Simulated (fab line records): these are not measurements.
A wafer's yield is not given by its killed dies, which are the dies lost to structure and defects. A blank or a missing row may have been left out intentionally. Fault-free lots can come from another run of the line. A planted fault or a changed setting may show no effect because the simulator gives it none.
One fault through the eyes of 3 desks || flow n5Finfet || numbers are kept per desk, each desk with only its own; the story behind them comes last

## FROM THE METROLOGY DESK
What the gauges read for every lot (on any tool): the sampled wafers with a number, averaged. If a lot's mean is further than 4 standard deviations from the usual mean, the lot is out of limits and carries the mark OUT (the distance appears in the brackets). 7 of its 11 readings are shown, namely those furthest out on some lot.
Columns: A = SDB_OVL at N5_SDB_OVL_MEAS_12, usual 0.1 nm; B = DIBL_N at N5_BEOL_M4_RC_MEAS_101, usual 35.9 mV/V; C = DIBL_P at N5_BEOL_M4_RC_MEAS_101, usual 35.9 mV/V; D = ION_N at N5_BEOL_M4_RC_MEAS_101, usual 673 uA/um; E = ION_P at N5_BEOL_M4_RC_MEAS_101, usual 462 uA/um; F = SS_P at N5_BEOL_M4_RC_MEAS_101, usual 73.2 mV/dec; G = VT_P at N5_BEOL_M4_RC_MEAS_101, usual -250.6 mV
{"lot": "L580", "first seen here": "day 4 12:30", "A": -0.5, "B": 35.2, "C": 35.8, "D": 670, "E": 453, "F": 73.3, "G": -254.8}
{"lot": "L582", "first seen here": "day 4 22:50", "A": -0.1, "B": 35.4, "C": 35.3, "D": 670, "E": 464, "F": 73.1, "G": -251.8}
{"lot": "L589", "first seen here": "day 6 22:10", "A": -0.1, "B": 33.6, "C": 32.5, "D": 667, "E": 464, "F": 73.5, "G": -250.1}
{"lot": "L590", "first seen here": "day 7 04:53", "A": -0.7, "B": 35.9, "C": 33.3, "D": 671, "E": 469, "F": 72.8, "G": -245.4}
{"lot": "L597", "first seen here": "day 8 17:31", "A": 0.0, "B": 36.2, "C": 36.9, "D": 679, "E": 463, "F": 73.2, "G": -252.8}
{"lot": "L599", "first seen here": "day 9 03:14", "A": 0.9, "B": 37.3, "C": 35.7, "D": 661, "E": 459, "F": 73.8, "G": -251.6}
Finding of this desk: none of the 6 lots has anything out of limits.

## THE DEFECT DESK
What the inspections along the route counted, lot by lot: means of the sampled wafers that have a number. If a lot's mean is further than 4 standard deviations from the usual mean, the lot is out of limits and carries the mark OUT (the distance appears in the brackets).
Columns: A = rawDefectCount at N5_SDB_INSPECT_13, usual 70
{"lot": "L580", "first seen here": "day 4 12:31", "A": 58}
{"lot": "L582", "first seen here": "day 4 22:52", "A": 68}
{"lot": "L589", "first seen here": "day 6 22:11", "A": 55}
{"lot": "L590", "first seen here": "day 7 04:55", "A": 122}
{"lot": "L597", "first seen here": "day 8 17:32", "A": 54}
{"lot": "L599", "first seen here": "day 9 03:16", "A": 67}
Finding of this desk: none of the 6 lots has anything out of limits.

## THE TOOL OWNER'S DESK: rieSi-05
The tool's own readings at N5_SDB_CUT_ETCH_26 (etches Si in HBr/Cl2/O2, target depth 129.6 nm, bt time 20 s, time 51.8 s): means of the sampled wafers that have a number, for each lot that ran on this tool. If a lot's mean is further than 4 standard deviations from the usual mean, the lot is out of limits and carries the mark OUT (the distance appears in the brackets).
Columns: A = chamberPressureMTorr at N5_SDB_CUT_ETCH_26, usual 10.000 mTorr; B = drypumpMotorCurrentA at N5_SDB_CUT_ETCH_26, usual 5.6 A; C = mfcCl2Sccm at N5_SDB_CUT_ETCH_26, usual 80.01 sccm; D = oesProductAu at N5_SDB_CUT_ETCH_26, usual 0.997 a.u.; E = throttleValvePct at N5_SDB_CUT_ETCH_26, usual 37.24 %
{"lot": "L580", "first seen here": "day 4 13:10", "A": 9.992, "B": 5.6, "C": 79.75, "D": 1.001, "E": 37.33}
{"lot": "L589", "first seen here": "day 6 23:07", "A": 9.999, "B": 5.5, "C": 80.02, "D": 1.006, "E": 37.38}
{"lot": "L590", "first seen here": "day 7 05:56", "A": 10.004, "B": 5.5, "C": 79.82, "D": 1.009, "E": 37.38}
Finding of this desk: none of the 3 lots has anything out of limits.

## TAKEN TOGETHER
The metrology desk saw nothing out of limits.
No out-of-limits result turned up at the defect desk.
Nothing out of limits was seen by the tool owner's desk.

## WHAT THE SIMULATOR HAD PUT IN
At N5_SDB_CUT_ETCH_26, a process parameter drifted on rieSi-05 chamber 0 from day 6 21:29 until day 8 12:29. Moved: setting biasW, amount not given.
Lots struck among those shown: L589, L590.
